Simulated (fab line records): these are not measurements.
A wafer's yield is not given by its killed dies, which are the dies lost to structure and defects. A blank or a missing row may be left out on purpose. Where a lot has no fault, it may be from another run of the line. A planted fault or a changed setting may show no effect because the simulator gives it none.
One fault through the eyes of 2 desks / flow n5 finfet / each desk has only its own numbers; what lay behind them comes last

FROM THE METROLOGY DESK
What the gauges read, lot by lot, whatever tool the lot ran on: means of the sampled wafers that have a number. If a lot's mean is further than 4 standard deviations from the usual mean, the lot is out of limits and carries the mark OUT (the distance appears in the brackets). Shown here are 7 of its 10 readings, the ones lying furthest out on some lot.
Columns: A = DIBL_N at N5_BEOL_M4_RC_MEAS_101, usual 37.1 mV/V; B = IOFF_N at N5_BEOL_M4_RC_MEAS_101, usual 0.17 nA/um; C = IOFF_P at N5_BEOL_M4_RC_MEAS_101, usual 0.22 nA/um; D = ION_P at N5_BEOL_M4_RC_MEAS_101, usual 464 uA/um; E = SS_N at N5_BEOL_M4_RC_MEAS_101, usual 71.7 mV/dec; F = VT_N at N5_BEOL_M4_RC_MEAS_101, usual 248.9 mV; G = VT_P at N5_BEOL_M4_RC_MEAS_101, usual -251 mV
lot=L964; first seen here=day 8 22:56; A=36.2; B=0.16; C=0.20; D=461; E=71.5; F=248.5; G=-253
lot=L961; first seen here=day 9 21:03; A=38.5; B=0.19; C=0.23; D=464; E=71.9; F=247.8; G=-249
lot=L968; first seen here=day 10 00:10; A=37.8; B=0.20; C=0.29; D=475; E=72.2; F=245.7; G=-245
lot=L966; first seen here=day 10 00:26; A=38.1; B=0.19; C=0.23; D=466; E=71.9; F=246.3; G=-249
lot=L972; first seen here=day 11 00:59; A=37.0; B=0.16; C=0.21; D=463; E=71.4; F=250.0; G=-250
lot=L975; first seen here=day 12 10:49; A=37.5; B=0.16; C=0.17; D=456; E=71.5; F=250.0; G=-256
lot=L977; first seen here=day 12 17:54; A=38.6; B=0.20; C=0.22; D=461; E=72.3; F=247.3; G=-253
lot=L978; first seen here=day 12 22:19; A=37.5; B=0.17; C=0.21; D=464; E=72.0; F=250.1; G=-251
lot=L979; first seen here=day 12 22:56; A=34.0; B=0.14; C=0.20; D=463; E=70.7; F=250.5; G=-250
This desk found nothing out of limits on any of the 9 lots.

DESK OF THE TOOL OWNER: pecvd-03
The tool's own readings at N5_PASSIVATION_PECVD_35 (deposits SiNx from SiH4/NH3/N2, target thk 700 nm, time 151.3 s): means of the sampled wafers that have a number, for each lot that ran on this tool. If a lot's mean is further than 4 standard deviations from the usual mean, the lot is out of limits and carries the mark OUT (the distance appears in the brackets).
Columns: A = heater power w at N5_PASSIVATION_PECVD_35, usual 352 W; B = run length s at N5_PASSIVATION_PECVD_35, usual 195.5 s; C = showerhead plenum p Torr at N5_PASSIVATION_PECVD_35, usual 8.69 Torr; D = throttle valve pct at N5_PASSIVATION_PECVD_35, usual 28.8 %
lot=L964; first seen here=day 13 08:49; A=259; B=195.5; C=8.71; D=27.5
lot=L966; first seen here=day 14 00:52; A=391; B=195.3; C=8.67; D=28.0
lot=L968; first seen here=day 14 15:53; A=337; B=195.5; C=8.70; D=28.0
lot=L975; first seen here=day 16 18:43; A=367; B=195.4; C=8.68; D=28.1
lot=L978; first seen here=day 17 06:32; A=336; B=230.4 (+92) OUT; C=8.68; D=27.9
lot=L977; first seen here=day 17 09:59; A=307; B=230.7 (+93) OUT; C=8.70; D=28.3
lot=L979; first seen here=day 17 11:14; A=300; B=230.4 (+92) OUT; C=8.68; D=28.0
This desk's verdict: out of limits on L977, L978, L979, starting with L978 at day 17 06:32 (run length s at N5_PASSIVATION_PECVD_35). L964, L966, L968, L975: within limits.

PUT TOGETHER
The tool owner's desk could have raised an alarm at day 17 06:32, on L977, L978, L979.
From the metrology desk's view, nothing was out of limits.
The metrology desk holds a record of L977, L978, L979, inside its limits.
On pecvd-03, each named lot ran N5_PASSIVATION_PECVD_35.

WHAT THE SIMULATOR PUT IN
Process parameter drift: pecvd-03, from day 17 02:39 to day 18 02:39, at N5_PASSIVATION_PECVD_35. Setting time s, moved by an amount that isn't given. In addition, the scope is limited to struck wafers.
Lots struck among those shown: L977, L978, L979.
Time in hours from fault onset to the first out-of-limits reading at each desk: the tool owner's desk, 4.
